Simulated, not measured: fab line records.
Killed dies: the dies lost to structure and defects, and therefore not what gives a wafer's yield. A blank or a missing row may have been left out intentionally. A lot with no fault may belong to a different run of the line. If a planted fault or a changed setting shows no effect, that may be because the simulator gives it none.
Struck lot and sound lot, side by side | flow n5-finfet | 14 out of 1938 route steps
Sound: the wafers L727.2, L727.5, L727.6. Wafers L740.1, L740.3, L740.6 were the ones struck. Last of all comes the cause.
For every step that has rows: the tool of each side, followed by ch and its chambers, followed by its first start. Under that, the readings that differ: sound wafers | struck wafers | difference of the means | sigmas: that difference in standard deviations of wafers without a fault.
alike: readings with means less than 2 such deviations apart, plus words and numbers identical on both sides. not compared: withheld readings, readings lacking a value on some wafer, bounds such as >300 that could conceal the same value, and numbers that have no deviation in the record and whose values overlap.
The two part at a step that has a row with sigmas, a row that says differs or no value, or rows on one side only. Non-overlapping numbers with no deviation appear without sigmas and do not part them. A reading missing from all wafers of one side parts the sides only when that side holds two or more wafers.

N5_BEOL_M0_SPUTTER_132: material Cu, target thk 4 nm, time 7.37 s.
  sound on pvd-sputter-01, day 8 08:28; struck on pvd-sputter-01, day 11 11:18
  alike: chuck-sensor-temp-C, throttle-valve-pct
N5_BEOL_M0_ANNEAL_133: time 60 s.
  sound on pvd-sputter-01, day 8 08:33; struck on pvd-sputter-01, day 11 11:23
  alike: heater-power-w
then, 2 steps without rows for these wafers: N5_BEOL_M0_SPUTTER_134 (material Cu, target thk 4 nm, time 7.37 s); N5_BEOL_M0_ANNEAL_135 (time 60 s).
N5_BEOL_M0_SPUTTER_141: material Cu, target thk 4 nm, time 7.37 s.
  sound on pvd-sputter-01, day 8 08:43; struck on pvd-sputter-01, day 11 11:32
  alike: chuck-sensor-temp-C, throttle-valve-pct
then, 2 steps without rows for these wafers: N5_BEOL_M0_ECD_118 (material Cu, target thk 300 nm); N5_BEOL_M0_ANNEAL_119 (time 90 s).
N5_BEOL_M0_CMP_120: polishes, stops on SiOC, t overpolish 6.9 s.
  sound on cmp-01 ch 0,2,3, day 8 09:24; struck on cmp-01 ch 1,2, day 11 12:03
  alike: barrier-field-endpoint-s, edge-zone-pressure-frac, motor-current-A, overpolish-run-s, time-to-endpoint-s
N5_BEOL_M0_PRE_CLEAN_131: time 15 s.
  sound on cvd-co-02 ch 0,2, day 8 09:37; struck on cvd-co-01 ch 1,2, day 11 12:23
  alike: heater-power-w
then, 2 steps without rows for these wafers: N5_BEOL_M0_CO_CAP_123 (material Co, precursor CCTBA/H2, target thk 2 nm, time 102.1 s); N5_BEOL_M0_PRE_CLEAN_124 (time 15 s).
N5_BEOL_M0_DEP_125: deposits SiCN from 3MS/NH3, target thk 8 nm, time 14 s.
  sound on pecvd-04 ch 0,1,2, day 8 09:47; struck on pecvd-03 ch 0,1, day 11 12:32
  no value came back on the struck wafers for chamber-pressure-Torr (Torr), rf-fwd-power-W (W), showerhead-plenum-p-Torr (Torr), throttle-valve-pct (%); on the sound wafers chamber-pressure-Torr (Torr) reads 3.002 3.004 3.000
N5_BEOL_M4_RC_MEAS_101:
  the record has rows for the sound wafers here (prober-01 ch 0, day 10 06:46) and none for the struck ones
-- record jumps: 6 days separate the struck wafers' starts on either side; left off in module BEOL_M4, taken up again in module PASSIVATION, whose first shown step is the route's number 1936 --
N5_PASSIVATION_PROBE_49:
  sound on prober-01, day 14 05:48; struck on prober-02, day 17 10:56
  reading                  | sound          | struck         | difference | sigmas
  defect-limited-yield (%) | 93.1 90.4 91.5 | 0 0 0          | -92        | -61
  killed_at_M0_to_M3       | 22 32 35       | 1110 1093 1119 | +1078      | +99 or more
  killed-dies              | 82 113 100     | 1180 1180 1180 | +1082      | +60
  killed-on-rim            | 7 17 24        | 152 152 152    | +136       | +32
  sort_bin_5_function (%)  | 3.9 5.8 4.5    | 96.7 94.9 96.5 | +91.3      | +83
  sort-n-pass              | 1098 1067 1080 | 0 0 0          | -1082      | -60
  sort-yield-pct (%)       | 93.1 90.4 91.5 | 0 0 0          | -92        | -61
  alike: killed_at_M4_up, killed-at-contacts, killed-at-front-end, killed-at-other, killed-open, killed-short, sort_bin_6_memory

== WHERE THEY PART ==
Last at N5_PASSIVATION_PROBE_49 as far as this record goes, first at N5_BEOL_M0_DEP_125.

WHY: whatever the simulator had introduced
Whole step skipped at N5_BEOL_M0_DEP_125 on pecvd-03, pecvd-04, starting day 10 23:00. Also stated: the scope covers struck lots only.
